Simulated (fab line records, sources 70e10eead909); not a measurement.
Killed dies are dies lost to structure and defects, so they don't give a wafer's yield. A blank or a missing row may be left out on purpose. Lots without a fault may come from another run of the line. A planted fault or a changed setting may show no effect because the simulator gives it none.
Tool commonality check | flow nand_harc | 12 lots, 36 wafers sampled

WHY IT WAS OPENED
At NHARC_P_ZERO_WELL_CD_MEAS_52 the reading cd_nm is flagged on 1 of 12 lots. Wafers without a fault read 2000.5 nm, standard deviation 2.4.
Rule: a lot is flagged when every wafer of it that has a number lies more than 4 standard deviations from that mean, or none has a number. The other lots count as sound.

lot  | measured    | on        | cd_nm (nm), wafer by wafer | flag
L970 | day 1 23:55 | cd_sem-02 | 1997.6 2004.7 2002.1       |
L971 | day 2 05:29 | cd_sem-03 | 2000.0 2003.3 2001.4       |
L973 | day 2 17:55 | cd_sem-03 | 1931.5 1930.5 1930.2       | FLAGGED
L982 | day 4 23:36 | cd_sem-02 | 1999.9 2000.8 2000.1       |
L983 | day 5 05:38 | cd_sem-03 | 2001.3 2001.4 1996.5       |
L984 | day 5 11:54 | cd_sem-01 | 2001.7 1999.9 1997.3       |
L985 | day 5 17:29 | cd_sem-01 | 2000.7 2000.5 2001.9       |
L986 | day 5 23:46 | cd_sem-01 | 1995.5 2000.5 1996.4       |
L988 | day 6 11:59 | cd_sem-02 | 2000.7 1999.7 2001.9       |
L989 | day 6 17:40 | cd_sem-01 | 2001.4 2001.2 1995.4       |
L990 | day 6 23:53 | cd_sem-03 | 2001.0 1999.2 1996.3       |
L992 | day 7 11:40 | cd_sem-01 | 1999.9 2001.3 2000.8       |
The numbers of the flagged lots are 1930.7 nm on average: -69.8 nm against the usual, or -29 standard deviations.

WHICH TOOL RAN EACH LOT
The record holds 3 process steps before the reading, out of a route of 1159 steps. In each cell: the tool, then ch and the chambers that the sampled wafers went through, then the start.
lot  | flag    | NHARC_P_ZERO_WELL_DESCUM_13       | NHARC_P_ZERO_WELL_ETCH_65         | NHARC_P_ZERO_WELL_EXPOSE_49
L970 |         | rie_diel-03 ch 0,3, day 1 19:25   | rie_diel-03 ch 0,2, day 1 19:30   | krf_scanner-02 ch 0, day 1 23:45
L971 |         | rie_diel-10 ch 1,2,3, day 2 01:17 | rie_diel-10 ch 0,2,3, day 2 01:22 | krf_scanner-02 ch 0, day 2 05:20
L973 | FLAGGED | rie_diel-03 ch 0,1, day 2 13:25   | rie_diel-03 ch 0,3, day 2 13:29   | krf_scanner-01 ch 0, day 2 17:45
L982 |         | rie_diel-03 ch 0,1,3, day 4 19:25 | rie_diel-03 ch 0,1,2, day 4 19:30 | krf_scanner-01 ch 0, day 4 23:26
L983 |         | rie_diel-11 ch 0,2,3, day 5 01:25 | rie_diel-11 ch 1,2,3, day 5 01:31 | krf_scanner-01 ch 0, day 5 05:29
L984 |         | rie_diel-03 ch 0,1,2, day 5 07:26 | rie_diel-03 ch 2,3, day 5 07:29   | krf_scanner-04 ch 0, day 5 11:44
L985 |         | rie_diel-11 ch 1,2,3, day 5 13:17 | rie_diel-11 ch 2,3, day 5 13:21   | krf_scanner-04 ch 0, day 5 17:20
L986 |         | rie_diel-03 ch 2,3, day 5 19:25   | rie_diel-03 ch 1,2,3, day 5 19:31 | krf_scanner-01 ch 0, day 5 23:37
L988 |         | rie_diel-03 ch 1,2,3, day 6 07:24 | rie_diel-03 ch 2,3, day 6 07:30   | krf_scanner-01 ch 0, day 6 11:50
L989 |         | rie_diel-11 ch 0,1, day 6 13:16   | rie_diel-11 ch 1,3, day 6 13:23   | krf_scanner-02 ch 0, day 6 17:31
L990 |         | rie_diel-11 ch 0,3, day 6 19:24   | rie_diel-11 ch 2,3, day 6 19:29   | krf_scanner-01 ch 0, day 6 23:44
L992 |         | rie_diel-11 ch 0,3, day 7 07:25   | rie_diel-11 ch 0,1,3, day 7 07:29 | krf_scanner-02 ch 0, day 7 11:31
What these steps do:
- NHARC_P_ZERO_WELL_DESCUM_13: chemistry O2, time 3 s.
- NHARC_P_ZERO_WELL_ETCH_65: etches the open film in N2/H2, target depth 80 nm, overetch 24 nm, time 87.88 s.
- NHARC_P_ZERO_WELL_EXPOSE_49: exposes mask P HVPW, target cd 2000 nm.
- NHARC_P_ZERO_WELL_CD_MEAS_52: target cd 2000 nm.

FLAGGED OVER TOTAL, TOOL BY TOOL (the gauges that took the reading come last)
step                         | tool           | lots run | flagged | share of the flagged lots | sound lots run after its first flagged lot
NHARC_P_ZERO_WELL_DESCUM_13  | rie_diel-03    | 6        | 1       | all                       | 4 (L982,L984,L986,L988)
NHARC_P_ZERO_WELL_DESCUM_13  | rie_diel-10    | 1        | 0       | none                      | -
NHARC_P_ZERO_WELL_DESCUM_13  | rie_diel-11    | 5        | 0       | none                      | -
NHARC_P_ZERO_WELL_ETCH_65    | rie_diel-03    | 6        | 1       | all                       | 4 (L982,L984,L986,L988)
NHARC_P_ZERO_WELL_ETCH_65    | rie_diel-10    | 1        | 0       | none                      | -
NHARC_P_ZERO_WELL_ETCH_65    | rie_diel-11    | 5        | 0       | none                      | -
NHARC_P_ZERO_WELL_EXPOSE_49  | krf_scanner-01 | 6        | 1       | all                       | 5 (L982,L983,L986,L988,L990)
NHARC_P_ZERO_WELL_EXPOSE_49  | krf_scanner-02 | 4        | 0       | none                      | -
NHARC_P_ZERO_WELL_EXPOSE_49  | krf_scanner-04 | 2        | 0       | none                      | -
NHARC_P_ZERO_WELL_CD_MEAS_52 | cd_sem-01      | 5        | 0       | none                      | -
NHARC_P_ZERO_WELL_CD_MEAS_52 | cd_sem-02      | 3        | 0       | none                      | -
NHARC_P_ZERO_WELL_CD_MEAS_52 | cd_sem-03      | 4        | 1       | all                       | 2 (L983,L990)

WHAT THE TABLE ALLOWS
4 rows of the table ran every flagged lot: rie_diel-03 at NHARC_P_ZERO_WELL_DESCUM_13, rie_diel-03 at NHARC_P_ZERO_WELL_ETCH_65, krf_scanner-01 at NHARC_P_ZERO_WELL_EXPOSE_49, cd_sem-03 at NHARC_P_ZERO_WELL_CD_MEAS_52.
- rie_diel-03 at NHARC_P_ZERO_WELL_DESCUM_13: 1 of its 6 lots flagged. Sound lots ran on it after the first flagged one (L982, L984, L986, L988), which a lasting fault on the whole tool wouldn't allow.
- rie_diel-03 at NHARC_P_ZERO_WELL_ETCH_65: 1 of its 6 lots flagged. Sound lots ran on it after the first flagged one (L982, L984, L986, L988), which a lasting fault on the whole tool wouldn't allow.
- krf_scanner-01 at NHARC_P_ZERO_WELL_EXPOSE_49: 1 of its 6 lots flagged. Sound lots ran on it after the first flagged one (L982, L983, L986, L988, L990), which a lasting fault on the whole tool wouldn't allow.
- cd_sem-03 at NHARC_P_ZERO_WELL_CD_MEAS_52: 1 of its 4 lots flagged. Sound lots ran on it after the first flagged one (L983, L990), which a lasting fault on the whole tool wouldn't allow.
No row of the table ran every flagged lot and no sound lot after the first.

WHAT THE SIMULATOR HAD PUT IN
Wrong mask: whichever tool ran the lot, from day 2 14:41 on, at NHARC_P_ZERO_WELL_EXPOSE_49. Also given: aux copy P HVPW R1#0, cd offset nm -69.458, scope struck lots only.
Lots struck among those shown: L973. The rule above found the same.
